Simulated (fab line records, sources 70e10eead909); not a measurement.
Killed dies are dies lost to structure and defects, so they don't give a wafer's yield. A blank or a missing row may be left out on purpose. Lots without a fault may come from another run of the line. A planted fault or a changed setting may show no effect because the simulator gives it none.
Tool commonality check | flow nand_harc | 13 lots, 39 wafers sampled

WHY IT WAS OPENED
At NHARC_P_ZERO_WELL_CD_MEAS_24 the reading cd_nm is flagged on 1 of 13 lots. Wafers without a fault read 719.9 nm, standard deviation 1.2.
Rule: a lot is flagged when every wafer of it that has a number lies more than 4 standard deviations from that mean, or none has a number. The other lots count as sound.

lot  | measured    | on        | cd_nm (nm), wafer by wafer | flag
L660 | day 1 14:21 | cd_sem-02 | 719.5 718.7 720.1          |
L661 | day 1 20:28 | cd_sem-02 | 721.9 721.4 721.0          |
L664 | day 2 14:39 | cd_sem-03 | 718.1 717.2 717.4          |
L667 | day 3 08:39 | cd_sem-01 | 718.9 719.6 719.5          |
L668 | day 3 14:30 | cd_sem-01 | 718.2 721.0 719.0          |
L669 | day 3 20:37 | cd_sem-01 | 709.7 708.1 709.5          | FLAGGED
L672 | day 4 14:43 | cd_sem-03 | 719.1 719.3 719.6          |
L677 | day 5 20:41 | cd_sem-03 | 720.8 720.6 720.7          |
L678 | day 6 02:27 | cd_sem-01 | 719.2 720.7 718.5          |
L679 | day 6 08:35 | cd_sem-01 | 719.7 720.2 720.6          |
L680 | day 6 14:55 | cd_sem-01 | 717.8 720.7 717.7          |
L682 | day 7 02:38 | cd_sem-02 | 722.3 720.8 721.5          |
L683 | day 7 08:36 | cd_sem-01 | 719.1 720.6 719.2          |
The numbers of the flagged lots are 709.1 nm on average: -10.8 nm against the usual, or -9 standard deviations.

WHICH TOOL RAN EACH LOT
The record holds 1 process step before the reading, out of a route of 1159 steps. In each cell: the tool, then ch and the chambers that the sampled wafers went through, then the start.
lot  | flag    | NHARC_P_ZERO_WELL_EXPOSE_21
L660 |         | krf_scanner-01 ch 0, day 1 14:13
L661 |         | krf_scanner-01 ch 0, day 1 20:19
L664 |         | krf_scanner-01 ch 0, day 2 14:29
L667 |         | krf_scanner-04 ch 0, day 3 08:30
L668 |         | krf_scanner-04 ch 0, day 3 14:20
L669 | FLAGGED | krf_scanner-01 ch 0, day 3 20:28
L672 |         | krf_scanner-02 ch 0, day 4 14:33
L677 |         | krf_scanner-02 ch 0, day 5 20:32
L678 |         | krf_scanner-04 ch 0, day 6 02:18
L679 |         | krf_scanner-01 ch 0, day 6 08:26
L680 |         | krf_scanner-02 ch 0, day 6 14:46
L682 |         | krf_scanner-02 ch 0, day 7 02:29
L683 |         | krf_scanner-04 ch 0, day 7 08:26
What these steps do:
- NHARC_P_ZERO_WELL_EXPOSE_21: exposes mask P NWELL, target cd 720 nm.
- NHARC_P_ZERO_WELL_CD_MEAS_24: target cd 720 nm.

FLAGGED OVER TOTAL, TOOL BY TOOL (the gauges that took the reading come last)
step                         | tool           | lots run | flagged | share of the flagged lots | sound lots run after its first flagged lot
NHARC_P_ZERO_WELL_EXPOSE_21  | krf_scanner-01 | 5        | 1       | all                       | 1 (L679)
NHARC_P_ZERO_WELL_EXPOSE_21  | krf_scanner-02 | 4        | 0       | none                      | -
NHARC_P_ZERO_WELL_EXPOSE_21  | krf_scanner-04 | 4        | 0       | none                      | -
NHARC_P_ZERO_WELL_CD_MEAS_24 | cd_sem-01      | 7        | 1       | all                       | 4 (L678,L679,L680,L683)
NHARC_P_ZERO_WELL_CD_MEAS_24 | cd_sem-02      | 3        | 0       | none                      | -
NHARC_P_ZERO_WELL_CD_MEAS_24 | cd_sem-03      | 3        | 0       | none                      | -

WHAT THE TABLE ALLOWS
2 rows of the table ran every flagged lot: krf_scanner-01 at NHARC_P_ZERO_WELL_EXPOSE_21, cd_sem-01 at NHARC_P_ZERO_WELL_CD_MEAS_24.
- krf_scanner-01 at NHARC_P_ZERO_WELL_EXPOSE_21: 1 of its 5 lots flagged. Sound lots ran on it after the first flagged one (L679), which a lasting fault on the whole tool wouldn't allow.
- cd_sem-01 at NHARC_P_ZERO_WELL_CD_MEAS_24: 1 of its 7 lots flagged. Sound lots ran on it after the first flagged one (L678, L679, L680, L683), which a lasting fault on the whole tool wouldn't allow.
No row of the table ran every flagged lot and no sound lot after the first.

WHAT THE SIMULATOR HAD PUT IN
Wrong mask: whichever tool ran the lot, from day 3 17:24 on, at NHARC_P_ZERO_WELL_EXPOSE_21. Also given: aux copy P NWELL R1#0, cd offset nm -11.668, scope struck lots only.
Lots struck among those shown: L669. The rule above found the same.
